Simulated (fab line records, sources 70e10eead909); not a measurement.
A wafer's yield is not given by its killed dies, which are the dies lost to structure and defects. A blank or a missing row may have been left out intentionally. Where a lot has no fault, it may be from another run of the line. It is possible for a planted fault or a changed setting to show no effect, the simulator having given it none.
What tool caused it?	flow nandHarc	12 lots, 36 wafers sampled, at 4 steps of a route of 1302

== WHAT EACH GAUGE READ, for each wafer ==
The record holds no reading of a measuring or inspecting step that can be judged against a usual standard deviation.

== EACH LOT AND THE TOOL THAT RAN IT (in order: tool; ch and the chambers of the sampled wafers; start) ==
lot	NHARC_A_CHANNEL_HOLE_D1_ETCH_16	NHARC_A_CHANNEL_HOLE_D1_ETCH_20	NHARC_A_CHANNEL_FILL_D1_ALD_14	NHARC_A_CHANNEL_FILL_D1_STRIP_28
L212	rieDiel-07 ch 1,2,3, day 9 09:35 or earlier	harEtch-01 ch 0,1, day 9 09:35	aldHk-04 ch 0,2,3, day 9 20:06	rieDiel-09 ch 0,2,3, day 10 13:20
L214	rieDiel-07 ch 0,2,3, day 10 06:50 or earlier	harEtch-02 ch 0, day 10 06:50	aldHk-04 ch 0,2,3, day 10 19:41	rieDiel-08 ch 0,1,2, day 11 12:52
L215	rieDiel-06 ch 1,2,3, day 10 13:31 or earlier	harEtch-01 ch 0,1, day 10 13:31	aldHk-04 ch 0,2,3, day 11 02:19	rieDiel-03 ch 1,2,3, day 11 20:32
L216	rieDiel-07 ch 0,1,2, day 10 20:56 or earlier	harEtch-02 ch 0,1, day 10 20:56	aldHk-04 ch 1,2,3, day 11 10:48	rieDiel-08 ch 0,1,3, day 12 04:01
L218	rieDiel-07 ch 1,2, day 11 15:37 or earlier	harEtch-02 ch 0,1, day 11 15:37	aldHk-04 ch 1,2, day 12 06:00	rieDiel-09 ch 0,3, day 12 23:12
L217	rieDiel-06 ch 0,2, day 11 15:44 or earlier	harEtch-01 ch 0,1, day 11 15:44	aldHk-04 ch 1,3, day 12 06:11	rieDiel-08 ch 0,1,2, day 12 23:14
L220	rieDiel-07 ch 0,2,3, day 12 19:43 or earlier	harEtch-01 ch 0,1, day 12 19:43	aldHk-04 ch 0,1,3, day 13 09:03	rieDiel-03 ch 1,2, day 14 03:32
L228	rieDiel-07 ch 0,3, day 16 03:56 or earlier	harEtch-02 ch 0,1, day 16 03:56	aldHk-04 ch 0,1, day 16 16:48	rieDiel-08 ch 1,2, day 17 11:04
L229	rieDiel-07 ch 0,1,3, day 16 14:12 or earlier	harEtch-01 ch 1, day 16 14:12	aldHk-02 ch 0,1, day 17 02:55	rieDiel-03 ch 1,3, day 17 21:21
L230	rieDiel-07 ch 1,2, day 17 07:41 or earlier	harEtch-01 ch 0,1, day 17 07:41	aldHk-02 ch 0,1,2, day 17 22:18	rieDiel-03 ch 0,1,2, day 18 17:22
L231	rieDiel-07 ch 0,1, day 17 15:55 or earlier	harEtch-01 ch 0, day 17 15:55	aldHk-02 ch 2,3, day 18 04:41	rieDiel-03 ch 1,3, day 18 22:19
L232	rieDiel-01 ch 1,2,3, day 17 18:33 or earlier	harEtch-02 ch 0,1, day 17 18:33	aldHk-02 ch 0,2, day 18 04:55	rieDiel-08 ch 0,3, day 18 22:19
- NHARC_A_CHANNEL_HOLE_D1_ETCH_16: etches the open film in O2/COS, target depth 3100 nm, time 806 s.
- NHARC_A_CHANNEL_HOLE_D1_ETCH_20: etches the open film in C4F8/O2/Ar, time 361.9 s, target depth 1600 nm.
- NHARC_A_CHANNEL_FILL_D1_ALD_14: deposits SiO2, target thk 2.5 nm, pulse time 10 s, ald cycles 25.
- NHARC_A_CHANNEL_FILL_D1_STRIP_28: strips in O2, time 20 s.

== AS READ BY THE TOOLS THEMSELVES (means over the sampled wafers that have a number; for cases with no such wafer, the mark the record gives instead) ==
NHARC_A_CHANNEL_HOLE_D1_ETCH_16. Usual: drypumpMotorCurrentA 5.6 A, standard deviation 0.42; oesProductAu 1.000 a.u., standard deviation 0.008; rfVppV 314.7 V, standard deviation 1.6; showerheadPlenumPTorr 3.15 Torr, standard deviation 0.1; throttleValvePct 28.329 %, standard deviation 0.0083.
lot	tool	drypumpMotorCurrentA (A)	oesProductAu (a.u.)	rfVppV (V)	showerheadPlenumPTorr (Torr)	throttleValvePct (%)	flag
L212	rieDiel-07	5.4	1.002	314.8	3.17	28.323	
L214	rieDiel-07	5.3	1.002	315.0	3.14	28.328	
L215	rieDiel-06	6.4	0.999	314.8	3.15	28.328	
L216	rieDiel-07	5.4	0.996	314.2	3.11	28.321	
L218	rieDiel-07	5.3	1.001	314.5	3.11	28.330	
L217	rieDiel-06	6.2	1.000	314.0	3.15	28.334	
L220	rieDiel-07	5.3	1.003	315.5	3.14	28.329	
L228	rieDiel-07	5.4	0.993	315.3	3.20	28.323	
L229	rieDiel-07	5.5	1.001	314.0	3.17	28.324	
L230	rieDiel-07	5.3	1.004	314.0	3.10	28.323	
L231	rieDiel-07	5.7	1.006	315.0	3.14	28.331	
L232	rieDiel-01	5.8	1.002	317.0	3.25	28.324	

NHARC_A_CHANNEL_HOLE_D1_ETCH_20. Usual: drypumpMotorCurrentA 5.9 A, standard deviation 0.3; showerheadPlenumPTorr 3.65 Torr, standard deviation 0.12; throttleValvePct 32.155 %, standard deviation 0.0093.
lot	tool	drypumpMotorCurrentA (A)	showerheadPlenumPTorr (Torr)	throttleValvePct (%)	flag
L212	harEtch-01	5.9	3.71	32.149	
L214	harEtch-02	6.2	3.75	32.164	
L215	harEtch-01	5.6	3.68	32.150	
L216	harEtch-02	5.9	3.57	32.158	
L218	harEtch-02	5.8	3.57	32.161	
L217	harEtch-01	5.9	3.70	32.159	
L220	harEtch-01	5.9	3.69	32.150	
L228	harEtch-02	6.0	3.62	32.161	
L229	harEtch-01	5.4	3.61	32.144	
L230	harEtch-01	5.7	3.63	32.162	
L231	harEtch-01	6.1	3.67	32.149	
L232	harEtch-02	5.8	3.85	32.164	

NHARC_A_CHANNEL_FILL_D1_ALD_14. Usual: heaterPowerW 479 W, standard deviation 70; precursorPulseHeightRel 1.002, standard deviation 0.021.
lot	tool	heaterPowerW (W)	precursorPulseHeightRel	flag
L212	aldHk-04	493	1.009	
L214	aldHk-04	491	0.987	
L215	aldHk-04	486	1.014	
L216	aldHk-04	476	1.023	
L218	aldHk-04	445	0.995	
L217	aldHk-04	441	1.008	
L220	aldHk-04	467	1.001	
L228	aldHk-04	436	0.996	
L229	aldHk-02	562	0.987	
L230	aldHk-02	499	0.995	
L231	aldHk-02	413	1.030	
L232	aldHk-02	505	1.006	

NHARC_A_CHANNEL_FILL_D1_STRIP_28. Usual: drypumpMotorCurrentA 5.9 A, standard deviation 0.5; oesProductAu 0.999 a.u., standard deviation 0.0079; rfVppV 57.7 V, standard deviation 0.92; showerheadPlenumPTorr 3.48 Torr, standard deviation 0.14; throttleValvePct 17.035 %, standard deviation 0.0089.
lot	tool	drypumpMotorCurrentA (A)	oesProductAu (a.u.)	rfVppV (V)	showerheadPlenumPTorr (Torr)	throttleValvePct (%)	flag
L212	rieDiel-09	5.6	1.001	57.2	3.45	17.032	
L214	rieDiel-08	6.2	0.999	57.1	3.39	17.040	
L215	rieDiel-03	5.6	1.004	57.6	3.55	17.032	
L216	rieDiel-08	6.2	1.001	58.0	3.48	17.040	
L218	rieDiel-09	5.7	0.994	58.7	3.54	17.034	
L217	rieDiel-08	6.2	1.001	57.5	3.39	17.042	
L220	rieDiel-03	5.6	1.001	58.4	3.56	17.031	
L228	rieDiel-08	6.4	0.999	57.3	3.39	17.036	
L229	rieDiel-03	5.6	1.000	58.4	3.52	17.037	
L230	rieDiel-03	5.9	0.997	58.4	3.52	17.034	
L231	rieDiel-03	5.7	1.002	58.5	3.52	17.025	
L232	rieDiel-08	5.8	0.993	57.3	3.60	17.038	

== THE ANSWER, worked out from the rows above alone ==
Rule: take the mean of a lot's wafers that have a number; if it is more than 3 standard deviations from the usual mean, the lot is off. Also off: a lot with no number at a reading for which 4 or more lots have one. Any other lot the step has rows for is counted as sound. First the gauges in route order, then the tools' own readings, where a lot's mean is used as printed above. At the first step where some lot is off, the reading lying furthest off is the one used; lots without a number count as furthest.
None of the lots is off at any reading shown; this tells nothing.

== WHAT WAS PUT IN BY THE SIMULATOR ==
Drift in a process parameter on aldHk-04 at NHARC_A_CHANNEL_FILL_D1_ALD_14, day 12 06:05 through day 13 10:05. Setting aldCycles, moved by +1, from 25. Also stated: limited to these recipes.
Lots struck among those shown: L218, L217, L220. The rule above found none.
